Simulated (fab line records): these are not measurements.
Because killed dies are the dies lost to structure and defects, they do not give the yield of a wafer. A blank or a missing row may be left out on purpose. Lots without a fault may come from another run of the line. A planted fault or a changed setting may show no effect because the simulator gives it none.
Matching of chambers / flow nand harc / NHARC_P_M2_DEP_33 on pecvd-04 has 3 sister chambers
The step deposits SiCN, target thk 30 nm. 6 wafers are shown with their chamber, then 8 later ones without.

WAFERS WITH THEIR CHAMBER
wafer=L874.1; chamber=1; heater power w (W)=654; rf fwd power W (W)=449.2
wafer=L874.3; chamber=2; heater power w (W)=542; rf fwd power W (W)=446.4
wafer=L876.1; chamber=2; heater power w (W)=558; rf fwd power W (W)=448.2
wafer=L876.2; chamber=0; heater power w (W)=596; rf fwd power W (W)=446.4
wafer=L876.4; chamber=0; heater power w (W)=600; rf fwd power W (W)=446.8
wafer=L879.1; chamber=1; heater power w (W)=591; rf fwd power W (W)=451.1

WAFERS WITHOUT THEIR CHAMBER
wafer=L879.2; heater power w (W)=597; rf fwd power W (W)=449.9
wafer=L879.5; heater power w (W)=603; rf fwd power W (W)=451.4
wafer=L884.1; heater power w (W)=593; rf fwd power W (W)=448.5
wafer=L884.2; heater power w (W)=726; rf fwd power W (W)=445.8
wafer=L884.3; heater power w (W)=509; rf fwd power W (W)=448.0
wafer=L889.1; heater power w (W)=701; rf fwd power W (W)=447.8
wafer=L889.4; heater power w (W)=698; rf fwd power W (W)=445.9
wafer=L889.6; heater power w (W)=554; rf fwd power W (W)=448.2

WHICH CHAMBER EACH WENT THROUGH
wafer=L879.2; from the rows above=can't be placed: 1 or 2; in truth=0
wafer=L879.5; from the rows above=1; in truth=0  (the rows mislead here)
wafer=L884.1; from the rows above=can't be placed: 0 or 1 or 2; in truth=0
wafer=L884.2; from the rows above=can't be placed: 0 or 1 or 2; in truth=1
wafer=L884.3; from the rows above=can't be placed: 2 or 0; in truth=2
wafer=L889.1; from the rows above=can't be placed: 1 or 0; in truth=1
wafer=L889.4; from the rows above=can't be placed: 0 or 1 or 2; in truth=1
wafer=L889.6; from the rows above=can't be placed: 2 or 0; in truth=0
Correct placement for 0 of the 8. Cannot be placed on the basis of these rows: 7; the candidates contain the true chamber in 6. Placed wrongly: 1.
How it was worked out, from the rows above alone: a wafer's distance from a chamber is the root of the sum, over the readings, of the square of ((its reading less the chamber's mean) divided by the reading's scatter). The wafer belongs to the nearest chamber; if the next one is less than 2 further off, it can't be placed. For every chamber, the mean is computed from those of its wafers that are shown. The scatter is the square root of a quotient: the sum, over the shown wafers, of each reading's squared deviation from its chamber's mean, divided by wafers minus chambers.
